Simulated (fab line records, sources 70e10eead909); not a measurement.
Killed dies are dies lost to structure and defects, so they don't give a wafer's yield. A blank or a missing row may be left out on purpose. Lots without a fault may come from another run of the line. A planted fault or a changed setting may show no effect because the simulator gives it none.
Chamber matching | flow nand_harc | NHARC_P_STI_ETCH_42 on rie_diel-10: 4 sister chambers
The step etches the open film in N2/H2, target depth 80 nm, overetch 24 nm, time 61 s. 8 wafers are shown with their chamber, then 8 later ones without.

WAFERS WITH THEIR CHAMBER
wafer  | chamber | oes_product_au (a.u.) | rf_vpp_V (V)
L078.4 | 2       | 0.982                 | 436
L087.1 | 1       | 1.013                 | 433
L087.3 | 0       | 0.988                 | 430
L087.4 | 3       | 0.996                 | 432
L090.4 | 1       | 0.998                 | 435
L090.5 | 0       | 0.990                 | 429
L090.6 | 3       | 0.995                 | 430
L091.1 | 2       | 0.967                 | 432

WAFERS WITHOUT THEIR CHAMBER
wafer  | oes_product_au (a.u.) | rf_vpp_V (V)
L091.3 | 0.988                 | 427
L091.4 | 0.991                 | 436
L094.4 | 0.993                 | 430
L094.5 | 0.992                 | 429
L094.6 | 0.997                 | 434
L097.1 | 0.976                 | 435
L097.2 | 0.992                 | 431
L097.4 | 0.995                 | 436

WHICH CHAMBER EACH WENT THROUGH
wafer  | from the rows above               | in truth
L091.3 | can't be placed: 0 or 3           | 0
L091.4 | can't be placed: 1 or 2 or 3 or 0 | 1
L094.4 | can't be placed: 0 or 3           | 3
L094.5 | can't be placed: 0 or 3           | 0
L094.6 | can't be placed: 1 or 3 or 0 or 2 | 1
L097.1 | 2                                 | 2
L097.2 | can't be placed: 3 or 0           | 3
L097.4 | can't be placed: 1 or 3 or 2 or 0 | 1
Placed correctly: 1 of 8. Can't be placed from these rows: 7 (the true chamber is among the candidates in 7). Placed wrongly: 0.
How it was worked out, from the rows above alone: a wafer's distance from a chamber is the root of the sum, over the readings, of the square of ((its reading less the chamber's mean) divided by the reading's scatter). The wafer belongs to the nearest chamber; if the next one is less than 2 further off, it can't be placed. A chamber's mean is the mean of its shown wafers. The scatter: the root of (the sum of the squares of (reading less its chamber's mean) over the shown wafers, divided by (wafers less chambers)).
